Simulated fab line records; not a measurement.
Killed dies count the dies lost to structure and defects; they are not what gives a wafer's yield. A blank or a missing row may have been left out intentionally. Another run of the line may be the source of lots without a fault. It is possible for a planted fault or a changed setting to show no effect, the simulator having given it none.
fab line records -- flow n5_finfet
record lots=7, wafers=39
route steps=1938 shown WELL_APT@32 FIN_CUT@169 DUMMY_GATE@246 SD_EPI_N@288 SD_ACTIVATION@331
start_h: the number of hours between the record's first day and the start of the first shown wafer of the lot -- wait_h: how many hours have passed since the lot's step before this one -- " repeats the value in the row above -- L1.1+2: a row that stands for several wafers -- - value missing, or start not given -- * or withheld: withheld -- < > ~ a bound
route shown NAME@n: NAME is a module with steps in the file, n the number in the route of the first one -- usual: average and standard deviation across the fault-free wafers -- same: alike in all rows -- chamber/n: place in a boat -- sites: the reading at each site -- _std_site: their standard deviation -- _edge_site: the outer-site mean with the inner-site mean subtracted -- radius_mm: for every site, how far away it sits from the centre of the wafer -- mask NAME#n: copy n -- behind: tool/chamber where the wafer was last shaped -- hold: reason for holding the lot/hours on hold/outcome of the hold -- device: the n, p or np transistor that did not switch -- end of line: the route-end tests of the same wafers -- a step without rows: its recipe alone -- killed: the dies lost at the first sort to structure and to defects; this is not the yield of the wafer -- map: shows each die of a wafer: x if killed, . if not, _ if none is there
set.NAME: setting as actually run; set.NAME@STEP: the setting as run at that earlier step -- model.NAME: the simulator's own value behind a step, which no gauge read
one table per step and one row per wafer, for lots whose settings were changed on purpose
## steps
# step N5_WELL_APT_IMPLANT_14
# recipe species=P, energy_kev=160, dose_cm2=1.5e+13, tilt_deg=0, rotation_deg=0
lot.wafer,tool,chamber,start_h,wait_h,set.energy_kev,model.implant.rp_nm,model.implant.drp_nm
L074.1+3+6,implanter-02,0,13.87,0.1,160,211.1,65.9
L074.2+4+5,implanter-02,0,13.87,0.1,148.7,195.6,62.38
L079.2+4+6,implanter-01,0,45.64,0.1,160,202.2,65.9
L084.1+3+4,implanter-01,0,73.99,0.1,144.2,179,60.9
L084.2+5+6,implanter-01,0,73.99,0.1,160,199.4,65.9
L087.1+2+6,implanter-02,0,91.80,0.1,160,199.3,65.9
L087.3+4+5,implanter-02,0,91.80,0.1,141.3,175.1,59.93
L089.1+2+3+4+5+6,implanter-01,0,103.78,0.1,160,207.2,65.9
L096.1+3+6,implanter-01,0,147.20,0.1,160,203.4,65.9
L096.2+4+5,implanter-01,0,147.20,0.1,153.1,194.3,63.78
L097.1+2+3+4+5+6,implanter-02,0,151.90,0.1,160,204.7,65.9
# step N5_FIN_CUT_ETCH_21
# recipe chemistry=N2/H2, target=SOC, target_depth_a=2190, overetch_a=438, mask_material=SiARC, temp_c=40, ion_energy_ev=100, bias_w=61, time_s=523.5, pressure_mtorr=30, source_w=850, n2_flow_sccm=200, h2_flow_sccm=200
# usual rf_vpp_V=240.8/1.1
lot.wafer,tool,chamber,start_h,wait_h,set.bias_w,rf_vpp_V
L074.1,rie_diel-05,3,28.15,0.0,49.38,210.8
L074.2,rie_diel-05,2,28.15,0.0,49.38,211.0
L074.3,rie_diel-05,1,28.15,0.0,61,242.9
L074.4,rie_diel-05,0,28.15,0.0,49.38,209.6
L074.5,rie_diel-05,3,28.15,0.0,61,241.0
L074.6,rie_diel-05,0,28.15,0.0,61,241.4
L079.2,rie_diel-05,1,61.77,0.0,61,241.3
L079.4,rie_diel-05,2,61.77,0.0,61,241.5
L079.6,rie_diel-05,0,61.77,0.0,61,240.5
L084.1,rie_diel-03,0,86.86,0.0,50.67,212.8
L084.2,rie_diel-03,1,86.86,0.0,61,241.3
L084.3,rie_diel-03,3,86.86,0.0,50.67,214.7
L084.4,rie_diel-03,2,86.86,0.0,61,242.8
L084.5,rie_diel-03,2,86.86,0.0,61,242.8
L084.6,rie_diel-03,1,86.86,0.0,50.67,214.5
L087.1,rie_diel-03,3,106.87,0.0,61,242.3
L087.2,rie_diel-03,0,106.87,0.0,61,240.2
L087.3,rie_diel-03,1,106.87,0.0,61,242.7
L087.4,rie_diel-03,2,106.87,0.0,61,241.3
L087.5,rie_diel-03,2,106.87,0.0,61,242.8
L087.6,rie_diel-03,3,106.87,0.0,61,241.1
L089.1,rie_diel-02,0,116.24,0.0,61,240.7
L089.2,rie_diel-02,1,116.24,0.0,61,239.9
L089.3,rie_diel-02,2,116.24,0.0,61,241.5
L089.4,rie_diel-02,3,116.24,0.0,61,240.9
L089.5,rie_diel-02,1,116.24,0.0,61,238.8
L089.6,rie_diel-02,0,116.24,0.0,61,240.8
L096.1,rie_diel-02,0,159.97,0.0,51.91,217.4
L096.2,rie_diel-02,1,159.97,0.0,61,237.7
L096.3,rie_diel-02,2,159.97,0.0,61,239.2
L096.4,rie_diel-02,3,159.97,0.0,51.91,217.0
L096.5,rie_diel-02,0,159.97,0.0,61,240.5
L096.6,rie_diel-02,3,159.97,0.0,51.91,218.3
L097.1,rie_diel-05,1,165.14,0.0,69.58,263.1
L097.2,rie_diel-05,0,165.14,0.0,69.58,261.4
L097.3,rie_diel-05,3,165.14,0.0,61,239.4
L097.4,rie_diel-05,2,165.14,0.0,69.58,261.4
L097.5,rie_diel-05,1,165.14,0.0,61,242.7
L097.6,rie_diel-05,2,165.14,0.0,61,240.9
# step N5_DUMMY_GATE_ETCH_32
# recipe chemistry=CF4, target=SiO2, target_depth_a=35, time_s=3.9, ion_energy_ev=350, pressure_mtorr=10, icp_w=800, bias_w=400, cf4_flow_sccm=80
lot.wafer,tool,chamber,start_h,wait_h,set.time_s,model.etch.depth_nm
L074.1,rie_si-01,0,49.21,0.1,3.9,3.529
L074.2,rie_si-01,1,49.21,0.1,3.9,3.444
L074.3,rie_si-01,3,49.21,0.1,3.9,3.421
L074.4,rie_si-01,2,49.21,0.1,4.71,4.165
L074.5,rie_si-01,3,49.21,0.1,4.71,4.167
L074.6,rie_si-01,2,49.21,0.1,4.71,4.153
L079.2,rie_si-01,2,80.82,0.1,3.9,3.401
L079.4,rie_si-01,0,80.82,0.1,3.9,3.486
L079.6,rie_si-01,3,80.82,0.1,3.9,3.471
L084.1,rie_si-05,1,109.82,0.1,4.682,4.022
L084.2,rie_si-05,0,109.82,0.1,4.682,4.296
L084.3,rie_si-05,2,109.82,0.1,4.682,4.023
L084.4,rie_si-05,3,109.82,0.1,3.9,3.468
L084.5,rie_si-05,1,109.82,0.1,3.9,3.342
L084.6,rie_si-05,0,109.82,0.1,3.9,3.556
L087.1,rie_si-05,0,126.81,0.1,3.9,3.653
L087.2,rie_si-05,3,126.81,0.1,3.199,2.926
L087.3,rie_si-05,2,126.81,0.1,3.199,2.792
L087.4,rie_si-05,1,126.81,0.1,3.199,2.77
L087.5,rie_si-05,2,126.81,0.1,3.9,3.421
L087.6,rie_si-05,1,126.81,0.1,3.9,3.395
L089.1,rie_si-05,3,136.18,0.1,3.47,3.143
L089.2,rie_si-05,0,136.18,0.1,3.47,3.24
L089.3,rie_si-05,2,136.18,0.1,3.9,3.462
L089.4,rie_si-05,1,136.18,0.1,3.9,3.35
L089.5,rie_si-05,0,136.18,0.1,3.47,3.235
L089.6,rie_si-05,1,136.18,0.1,3.9,3.407
L096.1,rie_si-02,1,178.95,0.1,3.9,3.337
L096.2,rie_si-02,3,178.95,0.1,2.966,2.739
L096.3,rie_si-02,0,178.95,0.1,3.9,3.523
L096.4,rie_si-02,2,178.95,0.1,3.9,3.498
L096.5,rie_si-02,0,178.95,0.1,2.966,2.694
L096.6,rie_si-02,1,178.95,0.1,2.966,2.531
L097.1,rie_si-01,3,184.22,0.1,4.345,3.852
L097.2,rie_si-01,0,184.22,0.1,3.9,3.482
L097.3,rie_si-01,1,184.22,0.1,4.345,3.886
L097.4,rie_si-01,2,184.22,0.1,3.9,3.486
L097.5,rie_si-01,0,184.22,0.1,4.345,3.898
L097.6,rie_si-01,1,184.22,0.1,3.9,3.509
# step N5_DUMMY_GATE_ETCH_42
# recipe chemistry=CHF3/O2, target=SiO2, target_depth_a=35, time_s=31, ion_energy_ev=30, bias_w=12, pressure_mtorr=30, source_w=600, Ar_flow_sccm=200, CHF3_flow_sccm=50, O2_flow_sccm=5
# usual rf_vpp_V=42.8/1.1
lot.wafer,tool,chamber,start_h,wait_h,set.bias_w,rf_vpp_V
L074.1,rie_diel-02,1,49.46,0.0,12,43.3
L074.2,rie_diel-02,3,49.46,0.0,9.716,36.4
L074.3,rie_diel-02,0,49.46,0.0,9.716,38.9
L074.4,rie_diel-02,2,49.46,0.0,9.716,35.0
L074.5,rie_diel-02,2,49.46,0.0,12,43.0
L074.6,rie_diel-02,1,49.46,0.0,12,43.3
L079.2,rie_diel-03,3,81.17,0.1,12,42.6
L079.4,rie_diel-03,1,81.17,0.1,12,42.7
L079.6,rie_diel-03,2,81.17,0.1,12,42.2
L084.1,rie_diel-02,0,110.07,0.0,12,45.1
L084.2,rie_diel-02,1,110.07,0.0,12,41.8
L084.3,rie_diel-02,3,110.07,0.0,12,42.6
L084.4,rie_diel-02,2,110.07,0.0,12,42.1
L084.5,rie_diel-02,0,110.07,0.0,12,44.0
L084.6,rie_diel-02,1,110.07,0.0,12,43.4
L087.1,rie_diel-02,1,127.05,0.0,10.73,39.1
L087.2,rie_diel-02,0,127.05,0.0,12,43.8
L087.3,rie_diel-02,2,127.05,0.0,10.73,38.8
L087.4,rie_diel-02,1,127.05,0.0,12,43.8
L087.5,rie_diel-02,0,127.05,0.0,10.73,41.2
L087.6,rie_diel-02,2,127.05,0.0,12,41.4
L089.1,rie_diel-02,0,136.43,0.0,12,43.1
L089.2,rie_diel-02,3,136.43,0.0,12,41.6
L089.3,rie_diel-02,2,136.43,0.0,9.856,35.7
L089.4,rie_diel-02,1,136.43,0.0,12,42.7
L089.5,rie_diel-02,0,136.43,0.0,9.856,39.4
L089.6,rie_diel-02,1,136.43,0.0,9.856,36.8
L096.1,rie_diel-02,3,179.35,0.2,12,41.4
L096.2,rie_diel-02,0,179.35,0.2,12,43.8
L096.3,rie_diel-02,2,179.35,0.2,10.74,38.6
L096.4,rie_diel-02,1,179.35,0.2,10.74,39.4
L096.5,rie_diel-02,1,179.35,0.2,12,42.4
L096.6,rie_diel-02,2,179.35,0.2,10.74,39.9
L097.1,rie_diel-05,2,184.47,0.0,12,42.2
L097.2,rie_diel-05,3,184.47,0.0,13.84,48.0
L097.3,rie_diel-05,1,184.47,0.0,12,42.0
L097.4,rie_diel-05,3,184.47,0.0,12,42.5
L097.5,rie_diel-05,2,184.47,0.0,13.84,47.3
L097.6,rie_diel-05,1,184.47,0.0,13.84,46.1
# step N5_SD_EPI_N_EPI_21
# recipe material=Si:P, dopant=P, temp_c=680, pressure_torr=255, time_s=690
lot.wafer,tool,chamber,start_h,wait_h,set.epi_growth_time_s,model.Si-P_of_SD_EPI_N_EPI_21.thk_nm
L074.1,epi_rpcvd-03,0,53.76,0.1,690,59.2
L074.2,epi_rpcvd-03,0,53.76,0.1,666.2,57.2
L074.3,epi_rpcvd-03,0,53.76,0.1,666.2,57.6
L074.4,epi_rpcvd-03,0,53.76,0.1,690,59
L074.5,epi_rpcvd-03,0,53.76,0.1,690,59.6
L074.6,epi_rpcvd-03,0,53.76,0.1,666.2,57.4
L079.2+6,epi_rpcvd-01,0,84.77,0.5,690,58.8
L079.4,epi_rpcvd-01,0,84.77,0.5,690,58.2
L084.1+5,epi_rpcvd-01,0,113.07,0.1,690,59.4
L084.2,epi_rpcvd-01,0,113.07,0.1,740.1,62
L084.3,epi_rpcvd-01,0,113.07,0.1,740.1,63.2
L084.4,epi_rpcvd-01,0,113.07,0.1,690,59
L084.6,epi_rpcvd-01,0,113.07,0.1,740.1,62.8
L087.1,epi_rpcvd-03,0,130.05,0.1,761.7,63.6
L087.2,epi_rpcvd-03,0,130.05,0.1,690,58.6
L087.3,epi_rpcvd-03,0,130.05,0.1,690,58.4
L087.4,epi_rpcvd-03,0,130.05,0.1,761.7,62.8
L087.5,epi_rpcvd-03,0,130.05,0.1,690,59.4
L087.6,epi_rpcvd-03,0,130.05,0.1,761.7,64.4
L089.1,epi_rpcvd-03,0,139.49,0.1,743.3,62.6
L089.2,epi_rpcvd-03,0,139.49,0.1,690,59.8
L089.3+4,epi_rpcvd-03,0,139.49,0.1,743.3,63.2
L089.5,epi_rpcvd-03,0,139.49,0.1,690,59.4
L089.6,epi_rpcvd-03,0,139.49,0.1,690,58.8
L096.1+6,epi_rpcvd-02,0,184.54,0.1,690,59.2
L096.2,epi_rpcvd-02,0,184.54,0.1,743.6,61.6
L096.3,epi_rpcvd-02,0,184.54,0.1,743.6,62.6
L096.4,epi_rpcvd-02,0,184.54,0.1,743.6,62
L096.5,epi_rpcvd-02,0,184.54,0.1,690,59.4
L097.1,epi_rpcvd-03,0,187.76,0.2,690,60
L097.2,epi_rpcvd-03,0,187.76,0.2,690,59.4
L097.3+4,epi_rpcvd-03,0,187.76,0.2,690,59
L097.5,epi_rpcvd-03,0,187.76,0.2,690,59.8
L097.6,epi_rpcvd-03,0,187.76,0.2,690,58.4
# step N5_SD_ACTIVATION_LSA_01
# recipe temp_c=1080, time_s=0.0008, ambient=N2
lot.wafer,tool,chamber,start_h,wait_h,set.time_s
L074.1+2+5,laser_anneal-02,0,60.53,0.3,0.0008
L074.3+4+6,laser_anneal-02,0,60.53,0.3,0.000883
L079.2+4+6,laser_anneal-01,0,92.14,0.2,0.0008
L084.1+3+5,laser_anneal-01,0,120.79,0.2,0.0008
L084.2+4+6,laser_anneal-01,0,120.79,0.2,0.001034
L087.1+2+3+4+5+6,laser_anneal-02,0,136.89,0.2,0.0008
L089.1+4+6,laser_anneal-02,0,146.90,0.2,0.0005671
L089.2+3+5,laser_anneal-02,0,146.90,0.2,0.0008
L096.1+3+6,laser_anneal-01,0,191.13,0.2,0.0008654
L096.2+4+5,laser_anneal-01,0,191.13,0.2,0.0008
L097.1+2+3+4+5+6,laser_anneal-02,0,197.27,0.2,0.0008
# step N5_SD_ACTIVATION_RS_MEAS_03
# recipe thk_meas_gauge=four-point-probe
# usual RS_SD_N=21.83/0.27, RS_SD_P=55.8/0.75
lot.wafer,tool,chamber,start_h,wait_h,set.epi_growth_time_s@SD_EPI_N_EPI_21,RS_SD_N[ohm/sq],RS_SD_P[ohm/sq]
L074.1,film_metro-01,-,60.74,0.2,690,22.13,55.4
L074.2,film_metro-01,-,60.74,0.2,666.2,22.62,55.7
L074.3,film_metro-01,-,60.74,0.2,666.2,22.13,56.3
L074.4,film_metro-01,-,60.74,0.2,690,21.74,56.5
L074.5,film_metro-01,-,60.74,0.2,690,22.08,55.5
L074.6,film_metro-01,-,60.74,0.2,666.2,22.44,55.7
L079.2,film_metro-01,-,92.33,0.2,690,21.88,55.4
L079.4,film_metro-01,-,92.33,0.2,690,22.13,55.7
L079.6,film_metro-01,-,92.33,0.2,690,21.74,55.9
L084.1,film_metro-02,-,120.99,0.2,690,21.69,57.0
L084.2,film_metro-02,-,120.99,0.2,740.1,20.07,56.9
L084.3,film_metro-02,-,120.99,0.2,740.1,20.36,56.2
L084.4,film_metro-02,-,120.99,0.2,690,20.97,56.5
L084.5,film_metro-02,-,120.99,0.2,690,21.79,56.5
L084.6,film_metro-02,-,120.99,0.2,740.1,19.90,55.3
L087.1,film_metro-02,-,137.11,0.2,761.7,20.14,55.9
L087.2,film_metro-02,-,137.11,0.2,690,21.87,54.8
L087.3,film_metro-02,-,137.11,0.2,690,21.98,56.4
L087.4,film_metro-02,-,137.11,0.2,761.7,20.41,55.5
L087.5,film_metro-02,-,137.11,0.2,690,21.55,56.3
L087.6,film_metro-02,-,137.11,0.2,761.7,19.92,55.4
L089.1,film_metro-01,-,147.10,0.2,743.3,21.61,57.2
L089.2,film_metro-01,-,147.10,0.2,690,21.75,55.5
L089.3,film_metro-01,-,147.10,0.2,743.3,20.56,56.7
L089.4,film_metro-01,-,147.10,0.2,743.3,21.40,58.1
L089.5,film_metro-01,-,147.10,0.2,690,21.92,57.0
L089.6,film_metro-01,-,147.10,0.2,690,22.95,56.7
L096.1,film_metro-02,-,191.34,0.2,690,21.61,55.9
L096.2,film_metro-02,-,191.34,0.2,743.6,21.14,54.6
L096.3,film_metro-02,-,191.34,0.2,743.6,20.30,55.8
L096.4,film_metro-02,-,191.34,0.2,743.6,20.67,56.1
L096.5,film_metro-02,-,191.34,0.2,690,21.94,56.0
L096.6,film_metro-02,-,191.34,0.2,690,21.51,54.6
L097.1,film_metro-02,-,197.47,0.2,690,21.51,56.6
L097.2,film_metro-02,-,197.47,0.2,690,21.75,56.3
L097.3,film_metro-02,-,197.47,0.2,690,21.74,55.5
L097.4,film_metro-02,-,197.47,0.2,690,21.91,56.1
L097.5,film_metro-02,-,197.47,0.2,690,21.47,55.0
L097.6,film_metro-02,-,197.47,0.2,690,22.18,55.6
## key
split step=N5_WELL_APT_IMPLANT_14, setting=energy_kev, stated=160, by=wafer
response step=N5_WELL_APT_IMPLANT_14, reading=model.implant.rp_nm, change=+2.09, per=1%, r=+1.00
response step=N5_WELL_APT_IMPLANT_14, reading=model.implant.drp_nm, change=+0.506, per=1%, r=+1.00
split step=N5_FIN_CUT_ETCH_21, setting=bias_w, stated=61, by=wafer
response step=N5_FIN_CUT_ETCH_21, reading=rf_vpp_V, change=+1.58, per=1%, r=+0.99
split step=N5_DUMMY_GATE_ETCH_32, setting=time_s, stated=3.9, by=wafer
response step=N5_DUMMY_GATE_ETCH_32, reading=model.etch.depth_nm, change=+0.0329, per=1%, r=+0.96
split step=N5_DUMMY_GATE_ETCH_42, setting=bias_w, stated=12, by=wafer
response step=N5_DUMMY_GATE_ETCH_42, reading=rf_vpp_V, change=+0.316, per=1%, r=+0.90
split step=N5_SD_EPI_N_EPI_21, setting=epi_growth_time_s, stated=690, by=wafer
response step=N5_SD_EPI_N_EPI_21, reading=model.Si-P_of_SD_EPI_N_EPI_21.thk_nm, change=+0.448, per=1%, r=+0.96
response step=N5_SD_ACTIVATION_RS_MEAS_03, reading=RS_SD_N, change=-0.15, per=1%, r=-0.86
split step=N5_SD_ACTIVATION_LSA_01, setting=time_s, stated=0.0008, by=wafer
response none clear
